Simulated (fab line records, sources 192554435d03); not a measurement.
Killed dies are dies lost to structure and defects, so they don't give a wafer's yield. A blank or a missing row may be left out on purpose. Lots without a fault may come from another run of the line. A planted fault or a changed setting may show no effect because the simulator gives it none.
A struck lot beside a sound one | flow n5_finfet | 29 steps out of a route of 1938
Sound: wafers L358.1, L358.3, L358.6. Struck: wafer L369.2. (L369.1, L369.3 of the same lot were not struck and are left out.) The cause comes at the end.
At each step with rows: each side's tool, then ch and its chambers, then its first start. Under that, the readings that differ: sound wafers | struck wafers | difference of the means | sigmas: that difference in standard deviations of wafers without a fault.
alike: readings whose means differ by less than 2 such deviations, and words and numbers that are the same on both sides. not compared: withheld readings, readings that some wafer has no value for, bounds like >300 that may hide the same value, and numbers for which the record gives no deviation and whose values overlap.
The two part at a step that has a row with sigmas, a row that says differs or no value, or rows on one side only. Numbers that don't overlap but have no deviation are shown without sigmas and don't part them. A reading that every wafer of one side lacks parts them only if that side has two wafers or more.

first, 7 steps without rows for these wafers: N5_BEOL_M15_COAT_22 (resist thk 800 nm); N5_BEOL_M15_EBR_24; N5_BEOL_M15_SOFTBAKE_23 (time 60 s); N5_BEOL_M15_EXPOSE_25 (exposes mask M15, target cd 400 nm); N5_BEOL_M15_PEB_26 (peb time 90 s); N5_BEOL_M15_DEVELOP_27 (develop time 45 s); N5_BEOL_M15_HARDBAKE_32 (time 120 s).
N5_BEOL_M15_CD_MEAS_28: target cd 407.6 nm.
  sound on cd_sem-01 ch 0, day 14 22:04; struck on cd_sem-02 ch 0, day 18 00:19
  alike: cd_nm
N5_BEOL_M15_OVL_MEAS_29:
  sound on overlay-02 ch 0, day 14 22:06; struck on overlay-01 ch 0, day 18 00:20
  alike: M15_OVL
N5_BEOL_M15_INSPECT_30: inspects for defects (macro).
  sound on defect_inspect-02, day 14 22:07; struck on defect_inspect-01, day 18 00:22
  alike: raw_defect_count
then, 2 steps without rows for these wafers: N5_BEOL_M15_DESCUM_33 (chemistry O2, time 7.9 s); N5_BEOL_M15_ETCH_61 (etches BARC in N2/H2, target depth 89 nm, overetch 26.7 nm, time 67.9 s).
N5_BEOL_M15_TRENCH_ETCH_34: etches SiO2 in C4F8/O2/Ar, target depth 872.93 nm, time 199 s.
  sound on rie_diel-06 ch 1,2, day 14 22:15; struck on rie_diel-06 ch 1, day 18 00:29
  reading                  | sound             | struck | difference | sigmas
  model.etch.depth_nm (nm) | 886.8 857.4 854.3 | 898    | +32        |
  alike: drypump_motor_current_A, mfc_ar_sccm, oes_product_au, rf_vpp_V, showerhead_plenum_p_Torr, throttle_valve_pct
  not compared: rf_hours_counter_h
then, 2 steps without rows for these wafers: N5_BEOL_M15_STRIP_36 (strips in O2); N5_BEOL_M15_STRIP_62 (strips in O2).
N5_BEOL_M15_STRIP_37: strips in O2.
  sound on rie_diel-02 ch 1,2; struck on rie_diel-02 ch 0
  alike: drypump_motor_current_A, oes_product_au, rf_vpp_V, showerhead_plenum_p_Torr, temp_c, throttle_valve_pct
  not compared: rf_hours_counter_h
then, 3 steps without rows for these wafers: N5_BEOL_M15_ETCH_38 (etches SiCN in CF4/N2, target depth 106.4 nm, time 120.5 s); N5_BEOL_M15_PRECLEAN_39 (cleans in residue remover, time 60 s); N5_BEOL_M15_SRD_40 (time 30 s, dry time 30 s).
N5_BEOL_M15_DEGAS_41: time 60 s.
  sound on pvd_sputter-03, day 14 23:35; struck on pvd_sputter-03, day 18 03:32
  alike: heater_power_w
then, 2 steps without rows for these wafers: N5_BEOL_M15_PRE_CLEAN_42 (time 30 s); N5_BEOL_M15_SPUTTER_43 (material TaN, target thk 15 nm, time 24.19 s).
N5_BEOL_M15_SPUTTER_44: material Ta, target thk 15 nm, time 24.19 s.
  sound on pvd_sputter-03, day 14 23:44; struck on pvd_sputter-03, day 18 03:42
  alike: chamber_pressure_pa, throttle_valve_pct
N5_BEOL_M15_SPUTTER_45: material Cu, target thk 100 nm, time 16.67 s.
  sound on pvd_sputter-03, day 14 23:49; struck on pvd_sputter-03, day 18 03:47
  alike: chamber_pressure_pa, throttle_valve_pct
then, 1 step without rows for these wafers: N5_BEOL_M15_ECD_47 (material Cu, target thk 1860 nm).
N5_BEOL_M15_ANNEAL_48: time 90 s.
  sound on rtp_anneal-01 ch 0, day 15 00:11; struck on rtp_anneal-01 ch 0, day 18 04:13
  alike: wafer_temp_C_max
N5_BEOL_M15_CMP_49: polishes, stops on SiO2, t overpolish 4.9 s, target thk 850 nm.
  sound on cmp-02 ch 2,3, day 15 00:29; struck on cmp-04 ch 2, day 18 04:53
  reading                                 | sound             | struck | difference | sigmas
  barrier_field_endpoint_s (s)            | 12.09 11.91 11.97 | 11.39  | -0.60      | -2
  model.Cu_of_BEOL_M15_ECD_47.thk_nm (nm) | 863.4 835.6 831.8 | 875.8  | +32.2      |
  alike: motor_current_A, overpolish_run_s, slurry_filter_dp_kPa
  not compared: pad_life_wafers
N5_BEOL_M15_THK_MEAS_50: measures by xrf.
  sound on film_metro-01, day 15 00:46; struck on film_metro-02, day 18 05:11
  reading      | sound       | struck | difference | sigmas
  M15_THK (nm) | 861 836 837 | 879    | +34        | +2
N5_PASSIVATION_PROBE_49:
  the record has rows for the sound wafers here (prober-02, day 15 14:56) and none for the struck ones

WHERE THEY PART
First at N5_BEOL_M15_CMP_49; last, within this record, at N5_PASSIVATION_PROBE_49.

WHY: what the simulator had put in
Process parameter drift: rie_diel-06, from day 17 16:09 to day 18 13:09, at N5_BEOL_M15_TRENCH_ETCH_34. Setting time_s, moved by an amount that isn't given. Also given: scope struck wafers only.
